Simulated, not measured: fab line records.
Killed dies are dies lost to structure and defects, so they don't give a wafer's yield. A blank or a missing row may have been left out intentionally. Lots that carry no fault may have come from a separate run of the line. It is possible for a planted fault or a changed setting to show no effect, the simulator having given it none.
What tool caused it? / flow n5-finfet / 23 lots with 69 wafers sampled at 3 steps, on a route of 1938 steps

== WHAT THE GAUGES READ, wafer by wafer ==
N5_HKMG_FIN_INSPECT_28: inspects for defects (darkfield). Usual: 41 for raw-defect-count, sd 18.
lot=L074; measured=day 4 05:44; on=defect-inspect-02; raw-defect-count=42 34 37; flag=
lot=L075; measured=day 4 15:08; on=defect-inspect-02; raw-defect-count=51 38 22; flag=
lot=L076; measured=day 5 05:34; on=defect-inspect-01; raw-defect-count=54 60 61; flag=
lot=L077; measured=day 5 11:31; on=defect-inspect-01; raw-defect-count=57 43 34; flag=
lot=L078; measured=day 5 14:11; on=defect-inspect-01; raw-defect-count=43 37 34; flag=
lot=L079; measured=day 5 19:43; on=defect-inspect-01; raw-defect-count=40 31 50; flag=
lot=L080; measured=day 5 22:23; on=defect-inspect-01; raw-defect-count=27 15 37; flag=
lot=L081; measured=day 6 06:16; on=defect-inspect-01; raw-defect-count=50 20 37; flag=
lot=L082; measured=day 6 07:50; on=defect-inspect-01; raw-defect-count=33 13 21; flag=
lot=L083; measured=day 6 16:24; on=defect-inspect-02; raw-defect-count=36 41 48; flag=
lot=L084; measured=day 6 21:14; on=defect-inspect-02; raw-defect-count=40 30 24; flag=
lot=L085; measured=day 7 04:55; on=defect-inspect-02; raw-defect-count=19 42 32; flag=
lot=L087; measured=day 7 16:50; on=defect-inspect-01; raw-defect-count=30 22 17; flag=
lot=L088; measured=day 7 22:18; on=defect-inspect-02; raw-defect-count=79 122 79; flag=
lot=L089; measured=day 8 04:12; on=defect-inspect-01; raw-defect-count=36 68 70; flag=
lot=L090; measured=day 8 09:41; on=defect-inspect-02; raw-defect-count=60 38 86; flag=
lot=L091; measured=day 8 16:08; on=defect-inspect-02; raw-defect-count=39 45 28; flag=
lot=L092; measured=day 9 00:55; on=defect-inspect-01; raw-defect-count=28 23 15; flag=
lot=L093; measured=day 9 04:07; on=defect-inspect-01; raw-defect-count=41 41 30; flag=
lot=L094; measured=day 9 10:40; on=defect-inspect-01; raw-defect-count=18 22 5; flag=
lot=L095; measured=day 9 15:01; on=defect-inspect-01; raw-defect-count=25 48 39; flag=
lot=L096; measured=day 9 23:40; on=defect-inspect-02; raw-defect-count=26 38 44; flag=
lot=L097; measured=day 10 03:53; on=defect-inspect-02; raw-defect-count=52 34 40; flag=

== TOOL THAT RAN EACH LOT (tool first, then ch and the chambers of the sampled wafers, then the start) ==
lot=L074; N5_HKMG_FIN_STRIP_90=rie-diel-03 ch 1,3, day 4 03:49; N5_HKMG_FIN_CMP_23=cmp-03 ch 0,1,2, day 4 05:07
lot=L075; N5_HKMG_FIN_STRIP_90=rie-diel-03 ch 2,3, day 4 13:05; N5_HKMG_FIN_CMP_23=cmp-03 ch 0,1,2, day 4 14:25
lot=L076; N5_HKMG_FIN_STRIP_90=rie-diel-02 ch 0,1,2, day 5 03:31; N5_HKMG_FIN_CMP_23=cmp-04 ch 0,2,3, day 5 05:01
lot=L077; N5_HKMG_FIN_STRIP_90=rie-diel-04 ch 0,1,2, day 5 09:29; N5_HKMG_FIN_CMP_23=cmp-02 ch 0,2, day 5 10:53
lot=L078; N5_HKMG_FIN_STRIP_90=rie-diel-04 ch 1,3, day 5 12:08; N5_HKMG_FIN_CMP_23=cmp-02 ch 0,1,2, day 5 13:33
lot=L079; N5_HKMG_FIN_STRIP_90=rie-diel-03 ch 1,2,3, day 5 17:47; N5_HKMG_FIN_CMP_23=cmp-04 ch 0,2,3, day 5 19:00
lot=L080; N5_HKMG_FIN_STRIP_90=rie-diel-03 ch 0,2,3, day 5 20:25; N5_HKMG_FIN_CMP_23=cmp-04 ch 0,2,3, day 5 21:40
lot=L081; N5_HKMG_FIN_STRIP_90=rie-diel-04 ch 0,1, day 6 04:15; N5_HKMG_FIN_CMP_23=cmp-04 ch 0,2,3, day 6 05:33
lot=L082; N5_HKMG_FIN_STRIP_90=rie-diel-02 ch 0,1, day 6 05:54; N5_HKMG_FIN_CMP_23=cmp-03 ch 0,1, day 6 07:07
lot=L083; N5_HKMG_FIN_STRIP_90=rie-diel-04 ch 0,2, day 6 14:28; N5_HKMG_FIN_CMP_23=cmp-04 ch 1,3, day 6 15:46
lot=L084; N5_HKMG_FIN_STRIP_90=rie-diel-03 ch 0,2, day 6 19:19; N5_HKMG_FIN_CMP_23=cmp-04 ch 0,2, day 6 20:37
lot=L085; N5_HKMG_FIN_STRIP_90=rie-diel-04 ch 0,3, day 7 02:58; N5_HKMG_FIN_CMP_23=cmp-03 ch 0,1, day 7 04:11
lot=L087; N5_HKMG_FIN_STRIP_90=rie-diel-03 ch 0,3, day 7 14:54; N5_HKMG_FIN_CMP_23=cmp-04 ch 0,3, day 7 16:07
lot=L088; N5_HKMG_FIN_STRIP_90=rie-diel-02 ch 0,1,3, day 7 20:22; N5_HKMG_FIN_CMP_23=cmp-02 ch 0,1,2, day 7 21:40
lot=L089; N5_HKMG_FIN_STRIP_90=rie-diel-03 ch 1,2,3, day 8 02:14; N5_HKMG_FIN_CMP_23=cmp-02 ch 1,2,3, day 8 03:34
lot=L090; N5_HKMG_FIN_STRIP_90=rie-diel-04 ch 0,1,3, day 8 07:46; N5_HKMG_FIN_CMP_23=cmp-04 ch 0,1,2, day 8 09:04
lot=L091; N5_HKMG_FIN_STRIP_90=rie-diel-03 ch 0,2,3, day 8 14:05; N5_HKMG_FIN_CMP_23=cmp-04 ch 2,3, day 8 15:25
lot=L092; N5_HKMG_FIN_STRIP_90=rie-diel-02 ch 0,2, day 8 22:59; N5_HKMG_FIN_CMP_23=cmp-02 ch 0,2,3, day 9 00:17
lot=L093; N5_HKMG_FIN_STRIP_90=rie-diel-02 ch 2,3, day 9 02:05; N5_HKMG_FIN_CMP_23=cmp-04 ch 1,2,3, day 9 03:34
lot=L094; N5_HKMG_FIN_STRIP_90=rie-diel-02 ch 2,3, day 9 08:31; N5_HKMG_FIN_CMP_23=cmp-03 ch 1,2,3, day 9 10:02
lot=L095; N5_HKMG_FIN_STRIP_90=rie-diel-04 ch 0,1,3, day 9 12:56; N5_HKMG_FIN_CMP_23=cmp-03 ch 0,1,3, day 9 14:33
lot=L096; N5_HKMG_FIN_STRIP_90=rie-diel-03 ch 1,2,3, day 9 21:44; N5_HKMG_FIN_CMP_23=cmp-03 ch 0,1,3, day 9 23:12
lot=L097; N5_HKMG_FIN_STRIP_90=rie-diel-03 ch 0,1,2, day 10 01:50; N5_HKMG_FIN_CMP_23=cmp-03 ch 1,3, day 10 03:11
- N5_HKMG_FIN_STRIP_90: strips SOC in N2/H2, time 20 s.
- N5_HKMG_FIN_CMP_23: polishes, stops on SiNx, t overpolish 10 s, target thk 46.326 nm.

== AS READ BY THE TOOLS THEMSELVES (means over the sampled wafers that have a number; for cases with no such wafer, the mark the record gives instead) ==
N5_HKMG_FIN_STRIP_90. Usual: value, then standard deviation, for each; drypump-motor-current-A 5.6 A / 0.45; oes-product-au 0.77 a.u. / 0.096; power-w 500.0 W / 1.4; rf-fwd-power-W 497.5 W / 1.4; rf-vpp-V 54.3 V / 0.81; showerhead-plenum-p-Torr 3.36 Torr / 0.12; throttle-valve-pct 18.8 % / 0.35.
lot=L074; tool=rie-diel-03; drypump-motor-current-A (A)=5.1; oes-product-au (a.u.)=0.68; power-w (W)=500.9; rf-fwd-power-W (W)=497.4; rf-vpp-V (V)=54.5; showerhead-plenum-p-Torr (Torr)=3.23; throttle-valve-pct (%)=19.0; flag=
lot=L075; tool=rie-diel-03; drypump-motor-current-A (A)=5.1; oes-product-au (a.u.)=0.73; power-w (W)=501.0; rf-fwd-power-W (W)=497.9; rf-vpp-V (V)=53.3; showerhead-plenum-p-Torr (Torr)=3.20; throttle-valve-pct (%)=18.9; flag=
lot=L076; tool=rie-diel-02; drypump-motor-current-A (A)=5.7; oes-product-au (a.u.)=0.79; power-w (W)=500.6; rf-fwd-power-W (W)=495.7; rf-vpp-V (V)=54.1; showerhead-plenum-p-Torr (Torr)=3.41; throttle-valve-pct (%)=19.0; flag=
lot=L077; tool=rie-diel-04; drypump-motor-current-A (A)=5.9; oes-product-au (a.u.)=0.74; power-w (W)=499.6; rf-fwd-power-W (W)=496.8; rf-vpp-V (V)=54.9; showerhead-plenum-p-Torr (Torr)=3.35; throttle-valve-pct (%)=19.2; flag=
lot=L078; tool=rie-diel-04; drypump-motor-current-A (A)=5.9; oes-product-au (a.u.)=0.71; power-w (W)=500.4; rf-fwd-power-W (W)=496.1; rf-vpp-V (V)=53.1; showerhead-plenum-p-Torr (Torr)=3.43; throttle-valve-pct (%)=19.2; flag=
lot=L079; tool=rie-diel-03; drypump-motor-current-A (A)=5.3; oes-product-au (a.u.)=0.70; power-w (W)=500.4; rf-fwd-power-W (W)=498.8; rf-vpp-V (V)=54.8; showerhead-plenum-p-Torr (Torr)=3.23; throttle-valve-pct (%)=18.9; flag=
lot=L080; tool=rie-diel-03; drypump-motor-current-A (A)=5.1; oes-product-au (a.u.)=0.77; power-w (W)=500.6; rf-fwd-power-W (W)=497.6; rf-vpp-V (V)=54.8; showerhead-plenum-p-Torr (Torr)=3.26; throttle-valve-pct (%)=18.7; flag=
lot=L081; tool=rie-diel-04; drypump-motor-current-A (A)=5.8; oes-product-au (a.u.)=0.74; power-w (W)=498.6; rf-fwd-power-W (W)=498.6; rf-vpp-V (V)=55.2; showerhead-plenum-p-Torr (Torr)=3.46; throttle-valve-pct (%)=19.3; flag=
lot=L082; tool=rie-diel-02; drypump-motor-current-A (A)=6.1; oes-product-au (a.u.)=0.81; power-w (W)=500.6; rf-fwd-power-W (W)=497.9; rf-vpp-V (V)=53.3; showerhead-plenum-p-Torr (Torr)=3.36; throttle-valve-pct (%)=18.8; flag=
lot=L083; tool=rie-diel-04; drypump-motor-current-A (A)=6.1; oes-product-au (a.u.)=0.69; power-w (W)=501.0; rf-fwd-power-W (W)=497.5; rf-vpp-V (V)=54.7; showerhead-plenum-p-Torr (Torr)=3.27; throttle-valve-pct (%)=19.1; flag=
lot=L084; tool=rie-diel-03; drypump-motor-current-A (A)=5.1; oes-product-au (a.u.)=0.83; power-w (W)=500.7; rf-fwd-power-W (W)=496.7; rf-vpp-V (V)=54.5; showerhead-plenum-p-Torr (Torr)=3.33; throttle-valve-pct (%)=18.5; flag=
lot=L085; tool=rie-diel-04; drypump-motor-current-A (A)=5.9; oes-product-au (a.u.)=0.86; power-w (W)=498.5; rf-fwd-power-W (W)=498.4; rf-vpp-V (V)=54.4; showerhead-plenum-p-Torr (Torr)=3.47; throttle-valve-pct (%)=19.0; flag=
lot=L087; tool=rie-diel-03; drypump-motor-current-A (A)=4.9; oes-product-au (a.u.)=0.93; power-w (W)=502.0; rf-fwd-power-W (W)=498.2; rf-vpp-V (V)=54.5; showerhead-plenum-p-Torr (Torr)=3.51; throttle-valve-pct (%)=18.6; flag=
lot=L088; tool=rie-diel-02; drypump-motor-current-A (A)=5.8; oes-product-au (a.u.)=0.84; power-w (W)=500.0; rf-fwd-power-W (W)=496.2; rf-vpp-V (V)=54.5; showerhead-plenum-p-Torr (Torr)=3.32; throttle-valve-pct (%)=18.7; flag=
lot=L089; tool=rie-diel-03; drypump-motor-current-A (A)=5.3; oes-product-au (a.u.)=0.78; power-w (W)=498.7; rf-fwd-power-W (W)=498.0; rf-vpp-V (V)=54.3; showerhead-plenum-p-Torr (Torr)=3.36; throttle-valve-pct (%)=18.8; flag=
lot=L090; tool=rie-diel-04; drypump-motor-current-A (A)=5.8; oes-product-au (a.u.)=0.79; power-w (W)=498.6; rf-fwd-power-W (W)=497.8; rf-vpp-V (V)=54.3; showerhead-plenum-p-Torr (Torr)=3.43; throttle-valve-pct (%)=19.1; flag=
lot=L091; tool=rie-diel-03; drypump-motor-current-A (A)=5.0; oes-product-au (a.u.)=0.83; power-w (W)=499.5; rf-fwd-power-W (W)=496.7; rf-vpp-V (V)=54.2; showerhead-plenum-p-Torr (Torr)=3.38; throttle-valve-pct (%)=18.6; flag=
lot=L092; tool=rie-diel-02; drypump-motor-current-A (A)=5.6; oes-product-au (a.u.)=0.79; power-w (W)=498.7; rf-fwd-power-W (W)=497.8; rf-vpp-V (V)=54.2; showerhead-plenum-p-Torr (Torr)=3.44; throttle-valve-pct (%)=18.8; flag=
lot=L093; tool=rie-diel-02; drypump-motor-current-A (A)=5.6; oes-product-au (a.u.)=0.88; power-w (W)=498.1; rf-fwd-power-W (W)=497.1; rf-vpp-V (V)=54.3; showerhead-plenum-p-Torr (Torr)=3.33; throttle-valve-pct (%)=18.4; flag=
lot=L094; tool=rie-diel-02; drypump-motor-current-A (A)=5.6; oes-product-au (a.u.)=0.87; power-w (W)=500.0; rf-fwd-power-W (W)=498.1; rf-vpp-V (V)=54.5; showerhead-plenum-p-Torr (Torr)=3.33; throttle-valve-pct (%)=18.5; flag=
lot=L095; tool=rie-diel-04; drypump-motor-current-A (A)=5.9; oes-product-au (a.u.)=0.77; power-w (W)=500.1; rf-fwd-power-W (W)=499.4; rf-vpp-V (V)=54.0; showerhead-plenum-p-Torr (Torr)=3.43; throttle-valve-pct (%)=19.1; flag=
lot=L096; tool=rie-diel-03; drypump-motor-current-A (A)=5.3; oes-product-au (a.u.)=0.76; power-w (W)=500.6; rf-fwd-power-W (W)=496.5; rf-vpp-V (V)=54.2; showerhead-plenum-p-Torr (Torr)=3.35; throttle-valve-pct (%)=18.8; flag=
lot=L097; tool=rie-diel-03; drypump-motor-current-A (A)=5.4; oes-product-au (a.u.)=0.74; power-w (W)=499.4; rf-fwd-power-W (W)=497.0; rf-vpp-V (V)=54.3; showerhead-plenum-p-Torr (Torr)=3.29; throttle-valve-pct (%)=18.7; flag=

N5_HKMG_FIN_CMP_23. Usual: motor-current-A 12.1 A, standard deviation 1.1; overpolish-run-s 9.97 s, standard deviation 0.25; retaining-ring-pressure-frac 0.999, standard deviation 0.0046; time-to-endpoint-s 12.8 s, standard deviation 2.6.
lot=L074; tool=cmp-03; motor-current-A (A)=12.0; overpolish-run-s (s)=10.00; retaining-ring-pressure-frac=1.000; time-to-endpoint-s (s)=12.7; flag=
lot=L075; tool=cmp-03; motor-current-A (A)=12.4; overpolish-run-s (s)=9.99; retaining-ring-pressure-frac=1.001; time-to-endpoint-s (s)=13.6; flag=
lot=L076; tool=cmp-04; motor-current-A (A)=12.1; overpolish-run-s (s)=10.00; retaining-ring-pressure-frac=0.998; time-to-endpoint-s (s)=9.9; flag=
lot=L077; tool=cmp-02; motor-current-A (A)=11.5; overpolish-run-s (s)=10.01; retaining-ring-pressure-frac=1.003; time-to-endpoint-s (s)=11.3; flag=
lot=L078; tool=cmp-02; motor-current-A (A)=12.4; overpolish-run-s (s)=10.01; retaining-ring-pressure-frac=0.996; time-to-endpoint-s (s)=11.5; flag=
lot=L079; tool=cmp-04; motor-current-A (A)=11.8; overpolish-run-s (s)=10.00; retaining-ring-pressure-frac=0.997; time-to-endpoint-s (s)=8.4; flag=
lot=L080; tool=cmp-04; motor-current-A (A)=12.5; overpolish-run-s (s)=10.00; retaining-ring-pressure-frac=1.002; time-to-endpoint-s (s)=13.9; flag=
lot=L081; tool=cmp-04; motor-current-A (A)=12.5; overpolish-run-s (s)=10.00; retaining-ring-pressure-frac=1.001; time-to-endpoint-s (s)=9.4; flag=
lot=L082; tool=cmp-03; motor-current-A (A)=12.8; overpolish-run-s (s)=10.00; retaining-ring-pressure-frac=0.992; time-to-endpoint-s (s)=17.7; flag=
lot=L083; tool=cmp-04; motor-current-A (A)=12.0; overpolish-run-s (s)=9.99; retaining-ring-pressure-frac=0.999; time-to-endpoint-s (s)=10.1; flag=
lot=L084; tool=cmp-04; motor-current-A (A)=12.6; overpolish-run-s (s)=9.99; retaining-ring-pressure-frac=1.000; time-to-endpoint-s (s)=12.3; flag=
lot=L085; tool=cmp-03; motor-current-A (A)=12.6; overpolish-run-s (s)=10.00; retaining-ring-pressure-frac=0.999; time-to-endpoint-s (s)=13.6; flag=
lot=L087; tool=cmp-04; motor-current-A (A)=11.4; overpolish-run-s (s)=10.00; retaining-ring-pressure-frac=0.998; time-to-endpoint-s (s)=11.7; flag=
lot=L088; tool=cmp-02; motor-current-A (A)=12.0; overpolish-run-s (s)=10.00; retaining-ring-pressure-frac=0.996; time-to-endpoint-s (s)=14.1; flag=
lot=L089; tool=cmp-02; motor-current-A (A)=11.5; overpolish-run-s (s)=10.00; retaining-ring-pressure-frac=1.001; time-to-endpoint-s (s)=14.9; flag=
lot=L090; tool=cmp-04; motor-current-A (A)=12.3; overpolish-run-s (s)=10.00; retaining-ring-pressure-frac=0.996; time-to-endpoint-s (s)=14.3; flag=
lot=L091; tool=cmp-04; motor-current-A (A)=11.8; overpolish-run-s (s)=10.01; retaining-ring-pressure-frac=0.999; time-to-endpoint-s (s)=11.1; flag=
lot=L092; tool=cmp-02; motor-current-A (A)=12.5; overpolish-run-s (s)=10.00; retaining-ring-pressure-frac=1.001; time-to-endpoint-s (s)=12.4; flag=
lot=L093; tool=cmp-04; motor-current-A (A)=12.3; overpolish-run-s (s)=10.00; retaining-ring-pressure-frac=0.997; time-to-endpoint-s (s)=12.1; flag=
lot=L094; tool=cmp-03; motor-current-A (A)=11.5; overpolish-run-s (s)=10.00; retaining-ring-pressure-frac=0.997; time-to-endpoint-s (s)=14.5; flag=
lot=L095; tool=cmp-03; motor-current-A (A)=12.4; overpolish-run-s (s)=10.00; retaining-ring-pressure-frac=1.000; time-to-endpoint-s (s)=12.5; flag=
lot=L096; tool=cmp-03; motor-current-A (A)=12.3; overpolish-run-s (s)=10.00; retaining-ring-pressure-frac=1.003; time-to-endpoint-s (s)=11.9; flag=
lot=L097; tool=cmp-03; motor-current-A (A)=12.3; overpolish-run-s (s)=10.00; retaining-ring-pressure-frac=1.000; time-to-endpoint-s (s)=12.3; flag=

== THE ANSWER, worked out from the rows above alone ==
Rule: a lot is off if the mean of its wafers that have a number lies more than 3 standard deviations from the usual mean. A lot without any number at a reading at which 4 lots or more have one is off too. Where the step has rows for the other lots, those lots are counted as sound. The gauges are gone through in route order, then the tools' own readings, and for those a lot's mean is taken as printed above. At the first step where some lot is off, the reading lying furthest off is the one used; lots without a number count as furthest.
Nothing can be told from this: no lot is off at any reading shown.

== WHAT THE SIMULATOR HAD PUT IN ==
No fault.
